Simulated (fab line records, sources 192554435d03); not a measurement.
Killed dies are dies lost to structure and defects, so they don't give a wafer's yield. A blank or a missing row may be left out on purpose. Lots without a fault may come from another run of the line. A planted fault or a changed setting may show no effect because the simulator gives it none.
Which tool did it? | flow n5_finfet | 24 lots, 72 wafers sampled, at 1 step of a route of 1938

WHAT THE GAUGES READ, wafer by wafer
N5_BEOL_M15_OVL_MEAS_11.
lot  | measured     | on         | V14_OVL (nm)
L074 | day 12 10:29 | overlay-02 | -1 0 -2
L075 | day 12 13:15 | overlay-01 | 6 1 8
L077 | day 12 20:50 | overlay-01 | 4 5 3
L076 | day 12 22:35 | overlay-02 | 9 7 7
L079 | day 13 11:03 | overlay-02 | -5 0 -4
L078 | day 13 16:56 | overlay-02 | 11 5 3
L080 | day 13 17:50 | overlay-01 | 3 4 0
L081 | day 13 23:21 | overlay-02 | 1 5 3
L082 | day 14 01:37 | overlay-01 | 5 -3 -2
L083 | day 14 11:08 | overlay-02 | -2 -2 6
L084 | day 14 11:29 | overlay-01 | -11 -4 -3
L085 | day 15 02:59 | overlay-02 | 0 5 -1
L087 | day 15 06:17 | overlay-02 | 3 1 -2
L088 | day 15 09:04 | overlay-01 | -13 -7 -15
L086 | day 15 09:59 | overlay-01 | -2 -2 -12
L089 | day 15 14:45 | overlay-02 | 3 7 4
L091 | day 15 21:43 | overlay-01 | 3 3 7
L090 | day 16 01:14 | overlay-02 | -5 0 -3
L092 | day 16 14:28 | overlay-01 | 10 2 -3
L093 | day 16 16:05 | overlay-02 | 2 10 11
L094 | day 16 21:53 | overlay-02 | 5 4 -1
L095 | day 17 03:46 | overlay-01 | -4 -1 4
L097 | day 18 01:47 | overlay-02 | -10 -3 0
L096 | day 18 10:26 | overlay-02 | 3 -2 4

WHICH TOOL RAN EACH LOT (tool, then ch and the chambers of the sampled wafers, then the start)
The record holds no process step before these readings.

WHAT THE TOOLS THEMSELVES READ (means of the sampled wafers that have a number; where no wafer has one, the mark that the record gives instead)
The record holds no such reading with a usual standard deviation.

THE ANSWER, worked out from the rows above alone
Rule: what is usual is taken from the lots themselves. Put in order of their means at a reading, lots are off if they are a third of the lots or fewer, leave a main group of 4 or more, and stand apart from it by a gap of 3 or more times the standard deviation of the main group's means; of several such gaps the widest counts. A main group whose means are all the same, to the digits that the tables above print for the reading, isn't used. A lot without any number at a reading at which 4 lots or more have one is off too. The other lots that the step has rows for count as sound. The gauges are gone through in route order, then the tools' own readings, and for those a lot's mean is taken as printed above. The first step at which some lot is off is used, and at that step the reading that is off furthest; a lot without a number counts as furthest.
No lot is off at any reading shown: from this, nothing can be told.

WHAT THE SIMULATOR HAD PUT IN
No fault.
